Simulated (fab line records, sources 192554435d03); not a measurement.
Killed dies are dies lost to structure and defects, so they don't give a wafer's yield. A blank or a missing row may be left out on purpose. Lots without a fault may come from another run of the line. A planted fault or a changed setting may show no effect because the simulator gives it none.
fab line records | flow n5_finfet
record lots=10 wafers=29 last_day=17
route steps=1938 shown BEOL_M11@1573 BEOL_M15@1795 MIM_TOP@1836 PASSIVATION@1936
lots that met no fault: from a run of the same line without faults
start_h: hours from the record's first day to the start of the lot's first wafer shown | wait_h: hours since the lot's step before | " the same as in the row above | L1.1+2: a row that stands for several wafers | - no value, or no start given | * or withheld: withheld | < > ~ a bound
route shown NAME@n: a module of which the file shows steps, and the number in the route of the first | usual: mean/standard deviation of fault-free wafers | same: alike in all rows | chamber/n: place in a boat | sites: the reading at each site | _std_site: their standard deviation | _edge_site: outer sites' mean less inner sites' | radius_mm: how far each site lies from the wafer's centre | mask NAME#n: copy n | behind: the tool/chamber that last shaped the wafer | hold: why the lot was held/for how many hours/how that ended | device: the transistor (n, p or np) that didn't switch | end of line: the same wafers' tests at the end of the route | a step without rows: its recipe alone | killed: dies lost to structure and defects at the first sort, not the wafer's yield | map: a wafer's dies, x killed, . not, _ none there
set.NAME: the setting as run; set.NAME@STEP: as run at that earlier step | model.NAME: the simulator's own value behind a step, which no gauge read
steps of the route over a sample of lots; a table a step, a row a wafer
services: from which hour (start_h, from the record's first day; less than 0 if before it) a tool's chamber was out of use, for how many hours, and why
## steps
# step N5_BEOL_M11_ETCH_66
# recipe chemistry=N2/H2 target=SOC target_depth_a=1200 overetch_a=240 mask_material=SiARC temp_c=40 time_s=180 ion_energy_ev=200 pressure_mtorr=30 source_w=840 bias_w=150 n2_flow_sccm=200 h2_flow_sccm=200
# usual drypump_motor_current_A=5.91/0.28 h2_flow_sccm=200.0/0.63 oes_product_au=0.62/0.063 rf_vpp_V=523.6/1.9 showerhead_plenum_p_Torr=2.53/0.074 throttle_valve_pct=17.75/0.25
# same time_s=180
# columns lot.wafer tool chamber start_h wait_h drypump_motor_current_A h2_flow_sccm oes_product_au rf_hours_counter_h rf_vpp_V showerhead_plenum_p_Torr throttle_valve_pct
L254.1 rie_diel-03 1 234.74 0.0 5.49 200.7 0.57 221 522.7 2.51 18.15
L254.2 " 2 " " 6.05 200.2 0.62 101 523.1 2.58 17.92
L254.6 " 3 " " 5.80 199.4 0.57 - 524.6 2.62 17.77
L252.2 rie_diel-02 3 238.45 0.0 6.14 199.9 0.71 28 522.0 2.51 17.75
L252.5 " 0 " " 5.48 200.5 0.70 - 522.5 2.47 17.57
L252.6 " 3 " " 6.16 200.0 0.71 - 522.6 2.51 17.76
L257.2 rie_diel-06 2 272.53 0.0 6.03 200.0 0.55 226 522.3 2.47 17.61
L257.4 " 1 " " 6.50 200.7 0.67 82 525.3 2.55 17.39
L257.6 " 1 " " 6.52 200.9 0.67 - 525.2 2.55 17.39
L260.2 rie_diel-02 3 281.13 0.0 6.15 200.7 0.68 41 523.1 2.50 17.76
L260.3 " 2 " " 5.97 199.9 0.58 198 522.5 2.53 17.71
L260.6 " 3 " " 6.16 200.6 0.68 - 522.8 2.50 17.76
L262.1 rie_diel-03 3 287.07 0.0 5.81 200.0 0.79 0 527.3 2.61 17.29
L262.2 " 1 " " 5.48 200.3 0.55 240 522.5 2.50 18.19
L262.5 " 2 " " 5.99 198.6 0.62 - 523.4 2.57 17.95
L261.1 rie_diel-06 1 287.67 0.0 6.48 199.7 0.67 86 525.5 2.55 17.42
L261.6 " 2 " " 6.04 199.4 0.55 - 523.0 2.47 17.61
L263.1 rie_diel-02 2 301.99 0.0 5.96 199.6 0.57 205 524.3 2.52 17.72
L263.4 " 3 " " 6.16 198.7 0.67 48 522.3 2.50 17.79
L263.6 " 3 " " 6.14 199.6 0.68 - 523.0 2.50 17.78
L269.3 rie_diel-06 0 339.56 0.0 5.76 201.3 0.57 223 524.8 2.65 18.14
L269.5 " 0 " " 5.77 200.3 0.56 - 526.0 2.65 18.14
L269.6 " 1 " " 6.48 199.6 0.65 - 524.5 2.54 17.42
L270.1 rie_diel-06 2 343.34 0.0 6.03 199.7 0.54 248 521.7 2.47 17.64
L270.3 " 1 " " 6.48 199.6 0.65 105 524.7 2.54 17.44
L270.5 " 2 " " 6.06 200.2 0.53 - 523.1 2.47 17.65
L273.1 rie_diel-02 3 360.18 0.0 6.14 199.5 0.66 65 521.0 2.49 17.81
L273.2 " 1 " " 5.98 199.9 0.63 119 526.6 2.65 17.55
L273.6 " 3 " " 6.14 200.2 0.66 - 521.2 2.49 17.80
# step N5_BEOL_M15_ETCH_57
# recipe chemistry=N2/H2 target=SOC source_w=3000 bias_w=350 time_s=750 ion_energy_ev=200 pressure_mtorr=30 n2_flow_sccm=200 h2_flow_sccm=200
# usual drypump_motor_current_A=5.91/0.29 h2_flow_sccm=200.0/0.58 oes_product_au=0.78/0.096 rf_vpp_V=523.6/1.9 showerhead_plenum_p_Torr=2.53/0.071 throttle_valve_pct=17.72/0.27
# same time_s=750
# columns lot.wafer tool chamber start_h wait_h drypump_motor_current_A h2_flow_sccm oes_product_au rf_hours_counter_h rf_vpp_V showerhead_plenum_p_Torr throttle_valve_pct
L254.1 rie_diel-03 0 264.39 - 5.72 199.5 0.75 186 520.7 2.41 17.77
L254.2 " 3 " " 5.84 199.6 0.69 250 525.2 2.61 17.76
L254.6 " 1 " " 5.46 200.5 0.70 - 523.5 2.51 18.12
L252.2 rie_diel-06 3 264.76 - 5.77 199.9 0.69 240 523.0 2.50 18.05
L252.5 " 1 " " 6.48 199.7 0.82 - 524.3 2.55 17.34
L252.6 " 0 " " 5.78 199.2 0.71 - 526.2 2.66 18.04
L257.2 rie_diel-02 3 296.37 - 6.15 199.1 0.85 46 523.1 2.50 17.73
L257.4 " 1 " " 5.98 199.7 0.79 100 527.5 2.66 17.47
L257.6 " 3 " " 6.14 199.9 0.85 - 522.2 2.50 17.73
L260.2 rie_diel-06 1 302.68 - 6.50 200.1 0.81 91 524.3 2.54 17.36
L260.3 " 0 " " 5.79 200.4 0.69 210 524.9 2.66 18.06
L260.6 " 0 " " 5.77 200.3 0.70 - 524.4 2.66 18.06
L262.1 rie_diel-06 1 307.33 - 6.49 200.0 0.80 93 523.6 2.54 17.36
L262.2 " 2 " " 6.06 200.7 0.68 236 521.8 2.47 17.58
L262.5 " 2 " " 6.05 199.9 0.68 - 521.2 2.47 17.57
L261.1 rie_diel-03 0 309.61 - 5.74 200.4 0.74 202 518.1 2.41 17.79
L261.6 " 3 " " 5.84 200.4 0.94 - 526.0 2.61 17.25
L263.1 rie_diel-03 0 325.25 - 5.76 199.5 0.73 206 521.7 2.41 17.79
L263.4 " 0 " " 5.74 199.9 0.73 - 520.4 2.40 17.80
L263.6 " 2 " " 6.03 201.1 0.76 - 524.1 2.56 17.92
L270.1 rie_diel-06 3 365.67 - 5.77 200.0 0.96 13 522.8 2.49 17.67
L270.3 " 1 " " 6.51 200.6 0.79 113 526.8 2.53 17.40
L270.5 " 3 " " 5.79 199.8 0.96 - 522.7 2.49 17.69
L269.3 rie_diel-03 2 366.43 - 6.07 201.0 0.75 144 523.2 2.56 17.94
L269.5 " 3 " " 5.84 199.5 0.89 - 524.7 2.60 17.30
L269.6 " 2 " " 6.04 200.8 0.76 - 524.0 2.56 17.95
L273.1 rie_diel-03 2 387.90 - 6.04 200.4 0.74 151 525.1 2.56 17.96
L273.2 " 1 " " 5.50 199.5 0.96 9 523.7 2.49 17.67
L273.6 " 1 " " 5.45 200.4 0.96 - 522.9 2.49 17.69
# step N5_BEOL_M15_STRIP_62
# recipe chemistry=O2 power_w=600 temp_c=60 pressure_mtorr=30 rf_frequency_hz=6e+07 bias_power_w=0 overash_fraction=0.3 o2_flow_sccm=225
# usual drypump_motor_current_A=5.92/0.29 oes_product_au=0.77/0.085 rf_vpp_V=3.7/0.49 showerhead_plenum_p_Torr=2.09/0.056 throttle_valve_pct=16.63/0.24
# same bias_power_w=0
# columns lot.wafer tool chamber start_h wait_h drypump_motor_current_A oes_product_au rf_hours_counter_h rf_vpp_V showerhead_plenum_p_Torr throttle_valve_pct
L254.1 rie_diel-03 0 - - 5.76 0.73 187 4.1 2.01 16.82
L254.2 " 1 " " 5.50 0.68 232 3.9 2.05 17.02
L254.6 " 2 " " 6.02 0.79 - 4.7 2.09 16.57
L252.2 rie_diel-03 0 - - 5.73 0.74 187 4.6 2.01 16.82
L252.5 " 2 " " 6.05 0.79 - 4.7 2.09 16.58
L252.6 " 1 " " 5.47 0.68 - 3.9 2.05 17.00
L257.2 rie_diel-06 2 - - 6.04 0.69 232 4.8 2.08 16.90
L257.4 " 3 " " 5.78 0.68 249 3.8 2.08 17.12
L257.6 " 2 " " 6.04 0.68 - 3.6 2.08 16.91
L260.2 rie_diel-06 1 - - 6.49 0.82 91 3.3 2.11 16.38
L260.3 " 0 " " 5.80 0.68 211 3.5 2.19 16.96
L260.6 " 1 " " 6.49 0.82 - 3.9 2.11 16.36
L262.1 rie_diel-03 3 - - 5.86 0.92 7 4.2 2.16 16.24
L262.2 " 1 " " 5.46 0.67 247 3.8 2.05 17.04
L262.5 " 0 " " 5.75 0.73 - 3.8 2.00 16.85
L261.1 rie_diel-06 1 - - 6.43 0.82 96 3.4 2.11 16.37
L261.6 " 2 " " 6.03 0.67 - 4.1 2.08 16.91
L263.1 rie_diel-06 0 - - 5.79 0.68 219 3.4 2.19 16.98
L263.4 " 3 " " 5.76 1.01 1 4.1 2.08 16.67
L263.6 " 1 " " 6.50 0.81 - 3.6 2.11 16.38
L270.1 rie_diel-03 2 - - 6.04 0.75 147 3.4 2.08 16.63
L270.3 " 3 " " 5.82 0.89 27 3.4 2.15 16.27
L270.5 " 2 " " 6.05 0.75 - 3.0 2.08 16.63
L269.3 rie_diel-03 2 - - 6.05 0.75 147 3.4 2.08 16.63
L269.5 " 1 " " 5.46 0.96 - 3.9 2.04 16.56
L269.6 " 2 " " 6.07 0.75 - 3.4 2.08 16.64
L273.1 rie_diel-03 2 - - 6.06 0.73 151 3.2 2.08 16.65
L273.2 " 3 " " 5.83 0.87 32 3.6 2.15 16.28
L273.6 " 3 " " 5.87 0.86 - 3.9 2.15 16.28
# step N5_MIM_TOP_ALD_02
# recipe material=Al2O3 target_thk_a=* temp_c=withheld ald_precursor_family=TMA ald_co_reactant=O3 pulse_time_s=withheld purge_time_s=3 co_reactant_purge_time_s=withheld co_reactant_pulse_time_s=3 ald_cycles=withheld
# usual precursor_pulse_height_rel=1.000/0.02
# columns lot.wafer tool chamber start_h wait_h precursor_pulse_height_rel
L254.1 ald_hk-02 1 - - 1.017
L254.2 " 2 " " 0.946
L254.6 " 0 " " 0.966
L252.2 ald_hk-01 1 - - 0.963
L252.5 " 2 " " 1.003
L252.6 " 3 " " 0.999
L257.2 ald_hk-01 3 - - 1.007
L257.4 " 0 " " 1.022
L257.6 " 1 " " 0.957
L260.2 ald_hk-03 1 - - 1.026
L260.3 " 0 " " 0.982
L260.6 " 3 " " 1.017
L262.1 ald_hk-02 1 - - 0.984
L262.2 " 0 " " 1.014
L262.5 " 0 " " 0.992
L261.1 ald_hk-02 3 - - 0.993
L261.6 " 0 " " 0.980
L263.1 ald_hk-02 3 - - 1.027
L263.4 " 0 " " 0.993
L263.6 " 2 " " 0.987
L270.1 ald_hk-03 2 - - 0.975
L270.3 " 3 " " 1.035
L270.5 " 1 " " 1.004
L269.3 ald_hk-01 2 - - 1.010
L269.5 " 2 " " 0.981
L269.6 " 1 " " 1.008
L273.1 ald_hk-01 3 - - 0.994
L273.2 " 1 " " 1.030
L273.6 " 2 " " 0.987
# step N5_PASSIVATION_PROBE_49
# usual defect_limited_yield=91.1/1.5 killed_at_M0_to_M3=35/11 killed_at_M4_up=13/5.7 killed_at_contacts=12/5.7 killed_at_front_end=40/11 killed_at_other=4/4.4 killed_dies=105/18 killed_on_rim=14/3.9 killed_open=68/14 killed_short=34/7.4 sort_bin_5_function=5.2/1 sort_bin_6_memory=3.3/0.67 sort_bin_8_speed=0.04/0.29 sort_n_pass=1074/18 sort_yield_pct=91.0/1.5
# same gross_dies=1180 killed_at_back_side=0 sort_bin_4_leakage[%]=0
# columns lot.wafer tool chamber start_h wait_h defect_limited_yield[%] killed_at_M0_to_M3 killed_at_M4_up killed_at_contacts killed_at_front_end killed_at_other killed_dies killed_on_rim killed_open killed_short sort_bin_5_function[%] sort_bin_6_memory[%] sort_bin_8_speed[%] sort_n_pass sort_yield_pct[%]
L270.1 prober-01 - 390.74 0.0 79.4 49 132 8 50 4 243 36 81 38 13.2 3.7 0 937 79.4
L270.3 prober-01 - 390.84 0.1 75.6 69 142 21 55 1 288 18 113 42 15.3 6.0 0 892 75.6
L270.5 prober-01 - 390.94 0.2 81.4 32 133 16 38 0 219 22 60 31 11.2 4.0 0 961 81.4
L269.3 prober-01 - 391.98 0.1 81.9 40 81 14 31 47 213 29 63 38 13.1 3.2 0 967 81.9
L269.5 prober-01 - 392.08 0.2 85.0 42 69 17 20 29 177 31 59 33 9.7 3.2 0 1003 85.0
L269.6 prober-01 - 392.13 0.3 80.0 43 150 9 26 8 236 14 58 32 12.1 4.5 0 944 80.0
# killed by level:class
L270.1 BEOL_M11:unspecified=122 BEOL_M0_SAQP:geometric_particle:open=16 BEOL_M0_SAQP:geometric_particle:short=13 FIN_SAQP:geometric_particle:short=10 STI_FIN_REVEAL:geometric_particle:open=9 MOL_CONTACT_COAG:geometric_particle:open=8 BEOL_M2:geometric_particle:open=7 FIN_SAQP:geometric_particle:open=6
L270.3 BEOL_M11:unspecified=132 BEOL_M0_SAQP:geometric_particle:open=25 MOL_CONTACT_COAG:geometric_particle:open=18 STI_FIN_REVEAL:geometric_particle:open=13 BEOL_M0_SAQP:geometric_particle:short=13 FIN_SAQP:geometric_particle:short=12 BEOL_M1:geometric_particle:open=10 BEOL_M0:geometric_particle:open=9
L270.5 BEOL_M11:unspecified=123 BEOL_M1:geometric_particle:open=10 FIN_SAQP:geometric_particle:short=9 MOL_CONTACT_COAG:geometric_particle:open=9 STI_FIN_REVEAL:geometric_particle:open=7 MOL_CONTACT_COAG:geometric_particle:short=7 BEOL_M3:geometric_particle:open=6 BEOL_M0_SAQP:geometric_particle:short=5
L269.3 BEOL_M11:unspecified=64 MIM_TOP_ETCH:area_etch=47 MOL_CONTACT_COAG:geometric_particle:open=10 BEOL_M1:geometric_particle:open=9 BEOL_M0_SAQP:geometric_particle:open=7 BEOL_M3:geometric_particle:open=7 BEOL_M0_SAQP:geometric_particle:short=6 BEOL_M4:geometric_particle:open=6
L269.5 BEOL_M11:unspecified=58 MIM_TOP_ETCH:area_etch=27 MOL_CONTACT_COAG:geometric_particle:open=15 BEOL_M0_SAQP:geometric_particle:short=11 BEOL_M2:geometric_particle:open=9 BEOL_M0_SAQP:geometric_particle:open=8 BEOL_M1:geometric_particle:open=5 BEOL_M4:geometric_particle:short=4
L269.6 BEOL_M11:unspecified=137 BEOL_M3:geometric_particle:open=14 MOL_CONTACT_COAG:geometric_particle:open=8 BEOL_M0_SAQP:geometric_particle:open=8 BEOL_M0_SAQP:geometric_particle:short=7 BEOL_M4:geometric_particle:short=7 MIM_TOP_ETCH:area_etch=7 STI_FIN_REVEAL:geometric_particle:open=6
## services
# columns tool chamber start_h hours kind
rie_diel-03 - 220.73 0.9 repair
rie_diel-02 3 229.20 1.3 repair
rie_diel-03 0 237.94 16.9 repair
ald_hk-01 - 242.60 6.0 pm
ald_hk-01 - 254.15 2.8 pm
rie_diel-03 3 265.27 - clean
rie_diel-03 3 265.27 - consumable_replace:esc
rie_diel-03 3 265.27 - consumable_replace:focus_ring
rie_diel-03 3 265.27 20.3 scheduled_down
rie_diel-03 3 265.27 20.3 vent_cycle
ald_hk-01 - 289.20 4.0 repair
rie_diel-06 3 300.38 - clean
rie_diel-06 3 300.38 - consumable_replace:focus_ring
rie_diel-06 3 300.38 24.3 scheduled_down
rie_diel-06 3 300.38 24.3 vent_cycle
ald_hk-02 - 309.37 0.5 repair
rie_diel-03 1 324.62 - clean
rie_diel-03 1 324.62 - consumable_replace:focus_ring
rie_diel-03 1 324.62 24.0 scheduled_down
rie_diel-03 1 324.62 24.0 vent_cycle
rie_diel-02 2 343.65 3.2 repair
ald_hk-02 - 346.78 1.0 repair
rie_diel-03 1 367.60 2.7 repair
rie_diel-02 0 372.38 12.3 repair
## key
first_sign step=N5_PASSIVATION_PROBE_49 reading=killed_at_M4_up direction=up sigmas=18 usual=13 struck=118
effect step=N5_PASSIVATION_PROBE_49 reading=defect_limited_yield direction=down sigmas=7.1 usual=91.1 struck=80.6
more_kills_born_at N5_BEOL_M11_ETCH_66@rie_diel-06=636
met_at N5_BEOL_M11_ETCH_66
struck_lots L269,L270
baseline_loss step=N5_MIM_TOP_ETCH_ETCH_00 wafers=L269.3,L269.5
not_acting_at N5_BEOL_M15_ETCH_57,N5_BEOL_M15_STRIP_62,N5_MIM_TOP_ALD_02
onset_between 287.67 339.56
fault kind=chamber_particle_source tool=rie_diel-06 chamber=- onset_h=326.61 steps=N5_BEOL_M11_ETCH_66 rate_per_visit_cm2=1.1801 end_h=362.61
# baseline_loss: these wafers lose ten dies or more at that step, a loss of the line's own and not of a fault; the sort's usual values leave them out
